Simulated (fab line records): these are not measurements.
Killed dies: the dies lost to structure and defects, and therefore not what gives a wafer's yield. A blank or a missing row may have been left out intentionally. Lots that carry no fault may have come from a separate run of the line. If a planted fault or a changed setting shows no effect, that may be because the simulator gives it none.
Chamber matching / flow nand harc / 4 sister chambers for NHARC_P_CONTACT_CMP_24 on cmp-01
The step polishes, t overpolish 30 s, target thk 200 nm. 8 wafers are shown with their chamber, then 9 later ones without.

EACH WAFER AND ITS CHAMBER
wafer=L081.4; chamber=0; motor current A (A)=10.6; time to endpoint s (s)=38
wafer=L081.6; chamber=2; motor current A (A)=12.3; time to endpoint s (s)=46
wafer=L083.6; chamber=0; motor current A (A)=11.0; time to endpoint s (s)=39
wafer=L086.3; chamber=3; motor current A (A)=12.7; time to endpoint s (s)=39
wafer=L086.5; chamber=1; motor current A (A)=14.9; time to endpoint s (s)=42
wafer=L087.4; chamber=3; motor current A (A)=12.8; time to endpoint s (s)=36
wafer=L087.5; chamber=1; motor current A (A)=15.5; time to endpoint s (s)=39
wafer=L087.6; chamber=2; motor current A (A)=12.4; time to endpoint s (s)=45

WAFERS WITHOUT THEIR CHAMBER
wafer=L094.4; motor current A (A)=12.1; time to endpoint s (s)=45
wafer=L094.5; motor current A (A)=10.9; time to endpoint s (s)=40
wafer=L094.6; motor current A (A)=11.8; time to endpoint s (s)=40
wafer=L095.1; motor current A (A)=11.3; time to endpoint s (s)=39
wafer=L095.5; motor current A (A)=12.4; time to endpoint s (s)=45
wafer=L095.6; motor current A (A)=15.4; time to endpoint s (s)=39
wafer=L096.1; motor current A (A)=12.5; time to endpoint s (s)=35
wafer=L096.2; motor current A (A)=10.9; time to endpoint s (s)=37
wafer=L096.4; motor current A (A)=12.6; time to endpoint s (s)=43

EACH ONE'S CHAMBER
wafer=L094.4; from the rows above=2; in truth=2
wafer=L094.5; from the rows above=0; in truth=0
wafer=L094.6; from the rows above=can't be placed: 0 or 3 or 2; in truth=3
wafer=L095.1; from the rows above=0; in truth=0
wafer=L095.5; from the rows above=2; in truth=2
wafer=L095.6; from the rows above=1; in truth=1
wafer=L096.1; from the rows above=3; in truth=3
wafer=L096.2; from the rows above=0; in truth=0
wafer=L096.4; from the rows above=can't be placed: 2 or 3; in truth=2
Correctly placed: 7 of 9. Unplaceable from these rows: 2, with the true chamber sitting among the candidates in 2. Wrongly placed: 0.
How it was worked out, from the rows above alone: a wafer's distance from a chamber is the root of the sum, over the readings, of the square of ((its reading less the chamber's mean) divided by the reading's scatter). The wafer belongs to the nearest chamber; if the next one is less than 2 further off, it can't be placed. Each chamber's mean is taken over the wafers shown for it. The scatter: take each reading less its chamber's mean, square it, sum over the shown wafers, divide by the number of wafers less the number of chambers, and take the root.
